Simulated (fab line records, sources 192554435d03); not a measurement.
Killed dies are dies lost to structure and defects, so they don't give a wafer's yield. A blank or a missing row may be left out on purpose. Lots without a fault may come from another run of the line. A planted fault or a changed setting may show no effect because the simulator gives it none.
Which tool did it? | flow n5_finfet | 11 lots, 33 wafers sampled, at 6 steps of a route of 1938

WHAT THE GAUGES READ, wafer by wafer
N5_SD_EPI_P_EPI_MEAS_23.
lot  | measured    | on            | thk_nm (nm)
L075 | day 3 17:34 | film_metro-02 | 60.9 61.4 61.2
L078 | day 4 10:27 | film_metro-02 | 59.4 62.2 60.8
L080 | day 4 20:46 | film_metro-02 | 61.7 62.2 59.2
L082 | day 5 10:43 | film_metro-01 | 61.5 60.7 60.3
L084 | day 6 01:16 | film_metro-01 | 59.5 61.1 58.9
L086 | day 6 14:19 | film_metro-01 | 60.1 64.2 61.3
L088 | day 6 21:38 | film_metro-02 | 60.5 61.4 60.1
L090 | day 7 10:46 | film_metro-02 | 60.9 60.1 60.1
L092 | day 8 00:18 | film_metro-02 | 59.3 61.9 62.1
L094 | day 8 12:29 | film_metro-01 | 63.3 63.8 62.3
L096 | day 8 20:24 | film_metro-02 | 62.8 60.5 60.3

WHICH TOOL RAN EACH LOT (tool, then ch and the chambers of the sampled wafers, then the start)
lot  | N5_FIN_SAQP_ETCH_69               | N5_DUMMY_GATE_DESCUM_20           | N5_SD_EPI_N_DESCUM_14             | N5_SD_EPI_N_STRIP_38                | N5_SD_EPI_P_STRIP_40
L075 | rie_diel-01 ch 0,1,2, day 2 07:51 | rie_diel-06 ch 1,2, day 3 06:13   | rie_diel-01 ch 2,3, day 3 08:49   | plasma_asher-01 ch 0,1, day 3 09:35 | plasma_asher-02 ch 0,1, day 3 14:08
L078 | rie_diel-05 ch 0,2,3, day 3 00:46 | rie_diel-04 ch 0,1,2, day 3 21:32 | rie_diel-01 ch 0,3, day 4 01:32   | plasma_asher-01 ch 0, day 4 02:19   | plasma_asher-02 ch 0,1, day 4 06:54
L080 | rie_diel-01 ch 0,2,3, day 3 12:46 | rie_diel-02 ch 2, day 4 09:54     | rie_diel-05 ch 0,1,3, day 4 12:44 | plasma_asher-02 ch 0,1, day 4 13:31 | plasma_asher-02 ch 0,1, day 4 18:00
L082 | rie_diel-01 ch 0,2,3, day 4 02:11 | rie_diel-04 ch 1,2, day 4 23:47   | rie_diel-01 ch 0,2,3, day 5 02:45 | plasma_asher-01 ch 0,1, day 5 03:32 | plasma_asher-01 ch 0,1, day 5 08:00
L084 | rie_diel-01 ch 0,2,3, day 4 12:50 | rie_diel-02 ch 0,1,2, day 5 13:05 | rie_diel-03 ch 1,2,3, day 5 15:40 | plasma_asher-01 ch 0,1, day 5 16:26 | plasma_asher-02 ch 0,1, day 5 21:43
L086 | rie_diel-05 ch 0,2,3, day 5 02:35 | rie_diel-04 ch 2,3, day 6 00:43   | rie_diel-03 ch 0,2,3, day 6 03:09 | plasma_asher-02 ch 0,1, day 6 03:56 | plasma_asher-01 ch 0,1, day 6 09:36
L088 | rie_diel-05 ch 2,3, day 5 12:32   | rie_diel-06 ch 1,2,3, day 6 09:32 | rie_diel-05 ch 0,1,2, day 6 12:19 | plasma_asher-02 ch 0,1, day 6 13:06 | plasma_asher-01 ch 0,1, day 6 18:05
L090 | rie_diel-03 ch 0,1,3, day 6 01:29 | rie_diel-02 ch 1,3, day 6 22:11   | rie_diel-05 ch 1,3, day 7 01:11   | plasma_asher-01 ch 0,1, day 7 01:59 | plasma_asher-01 ch 0,1, day 7 07:12
L092 | rie_diel-05 ch 0,2, day 6 14:13   | rie_diel-02 ch 0,1,2, day 7 12:26 | rie_diel-01 ch 0,2, day 7 14:41   | plasma_asher-01 ch 0,1, day 7 15:32 | plasma_asher-01 ch 0,1, day 7 20:45
L094 | rie_diel-03 ch 0,3, day 7 03:47   | rie_diel-04 ch 0,2,3, day 8 00:26 | rie_diel-01 ch 0,2,3, day 8 02:49 | plasma_asher-02 ch 0,1, day 8 03:36 | plasma_asher-01 ch 0,1, day 8 08:55
L096 | rie_diel-01 ch 1,3, day 7 12:44   | rie_diel-06 ch 0,2,3, day 8 09:06 | rie_diel-05 ch 0,2, day 8 12:25   | plasma_asher-01 ch 0,1, day 8 13:12 | plasma_asher-01 ch 0,1, day 8 17:41
- N5_FIN_SAQP_ETCH_69: etches SOC in N2/H2, stops on SiNx, target depth 150 nm.
- N5_DUMMY_GATE_DESCUM_20: chemistry O2, time 6.2 s.
- N5_SD_EPI_N_DESCUM_14: chemistry O2, time 7.9 s.
- N5_SD_EPI_N_STRIP_38: strips in N2/H2.
- N5_SD_EPI_P_STRIP_40: strips in N2/H2.

THE ANSWER, worked out from the rows above alone
Rule: what is usual is taken from the lots themselves. Put in order of their means at a reading, lots are off if they are a third of the lots or fewer, leave a main group of 4 or more, and stand apart from it by a gap of 3 or more times the standard deviation of the main group's means; of several such gaps the widest counts. A main group whose means are all the same, to the digits that the tables above print for the reading, isn't used. A lot without any number at a reading at which 4 lots or more have one is off too. The other lots that the step has rows for count as sound.
No lot is off at any reading shown: from this, nothing can be told.

WHAT THE SIMULATOR HAD PUT IN
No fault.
